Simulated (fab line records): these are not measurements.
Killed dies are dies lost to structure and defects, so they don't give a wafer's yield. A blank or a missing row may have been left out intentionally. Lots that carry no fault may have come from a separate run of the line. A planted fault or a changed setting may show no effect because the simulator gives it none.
Split-lot experiment | flow n5Finfet | route with 1938 steps; 7 lots, 21 wafers read

## THE SPLIT ITSELF
At N5_WELL_APT_PEB_06 (peb time 90 s), the setting pebTempC was moved away from the recipe's 130 C on 7 of the 21 wafers read, by -2.1% to +2.8%. All remaining wafers had this setting at the recipe value.

## FROM THE SPLIT TO THE READING: what the file shows between them, 2 steps
- N5_WELL_APT_DEVELOP_07: develop time 45 s
- N5_WELL_APT_HARDBAKE_12: time 120 s

## THE READING
cdNm (nm) at N5_WELL_APT_CD_MEAS_08, where the cd target is 200 nm. A value of 199.4 nm with a standard deviation of 1.3 nm is what fault-free wafers of this fab line usually give.

wafer  | tool, chamber at the split | pebTempC as run, C | against the recipe | cdNm, nm | against lot-mates on the recipe
L075.1 | lithoTrack-02, 0           | 130                | recipe             | 197.3    | -
L075.2 | lithoTrack-02, 0           | 130                | recipe             | 196.0    | -
L075.3 | lithoTrack-02, 0           | 133.7              | +2.8%              | 211.5    | +14.8
L076.2 | lithoTrack-01, 0           | 130                | recipe             | 199.2    | -
L076.3 | lithoTrack-01, 0           | 130                | recipe             | 199.1    | -
L076.6 | lithoTrack-01, 0           | 130                | recipe             | 199.1    | -
L077.1 | lithoTrack-03, 0           | 130                | recipe             | 202.0    | -
L077.5 | lithoTrack-03, 0           | 130                | recipe             | 201.4    | -
L077.6 | lithoTrack-03, 0           | 127.3              | -2.1%              | 187.8    | -13.9
L080.1 | lithoTrack-03, 0           | 130                | recipe             | 197.9    | -
L080.3 | lithoTrack-03, 0           | 130                | recipe             | 200.0    | -
L080.6 | lithoTrack-03, 0           | 130                | recipe             | 201.0    | -
L081.4 | lithoTrack-03, 0           | 130                | recipe             | 198.3    | -
L081.5 | lithoTrack-03, 0           | 130                | recipe             | 198.8    | -
L081.6 | lithoTrack-03, 0           | 131.4              | +1.1%              | 206.1    | +7.5
L084.1 | lithoTrack-02, 0           | 131.5              | +1.2%              | 205.9    | +7.5
L084.5 | lithoTrack-02, 0           | 131.5              | +1.2%              | 204.5    | +6.1
L084.6 | lithoTrack-02, 0           | 130                | recipe             | 198.4    | -
L092.2 | lithoTrack-01, 0           | 130                | recipe             | 199.6    | -
L092.3 | lithoTrack-01, 0           | 131.7              | +1.3%              | 207.2    | +7.6
L092.4 | lithoTrack-01, 0           | 131.7              | +1.3%              | 206.1    | +6.5

FIT RESULTS
A straight line over all 21 wafers: cdNm changes by +5.06 nm for each +1% of pebTempC; r = +0.95; the points scatter about the line by 1.5 nm.
The same after taking each lot's own level away (the mean of its wafers on the recipe; 21 wafers): +5.82 nm for each +1%; r = +0.99; scatter 0.91 nm.
On that fit, the largest move of pebTempC shifts the reading by 17 nm.
The span of the lots' own levels, 196.65 to 201.70 nm, comes to 3.9 times the standard deviation stated above.
So the lot-to-lot level changes the slope: the two fits differ.
Check: for one of the wafers moved furthest among these (+2.8%), held out of the fit, the line's prediction against its lot-mates is +17.5 nm. Against them it came out at +14.8 nm.

## FURTHER SPLITS ON THESE WAFERS
Before the reading, these wafers also passed through other splits. Each is held against what the fit with the lots' levels taken away leaves over:
other split on the same wafers | wafers away from the commonest value | r with cdNm (lot level and that fit taken away)
N5_ZERO_LAYER_PECVD_02 timeS   | 10                                   | -0.21
N5_ZERO_LAYER_COAT_05 spinRpm  | 4                                    | +0.04
N5_ZERO_LAYER_ETCH_18 icpW     | 6                                    | +0.15

## THE WHOLE CHAIN: every reading that the file lists as answering this split, in the file's order
step                   | what it does             | reading                                                        | change (the file's fit)              | r (the file's)
N5_WELL_APT_CD_MEAS_08 | target cd 200 nm         | cdNm                                                           | +5.81 nm for each +1% of the setting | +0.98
N5_WELL_APT_DESCUM_13  | chemistry O2, time 7.9 s | WELL_APT.cdNm (the simulator's own value, which no gauge read) | +5.77 nm for each +1% of the setting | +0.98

## THE FILE'S OWN FIT
cdNm changes by +5.81 nm for each +1% of pebTempC, r = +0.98.
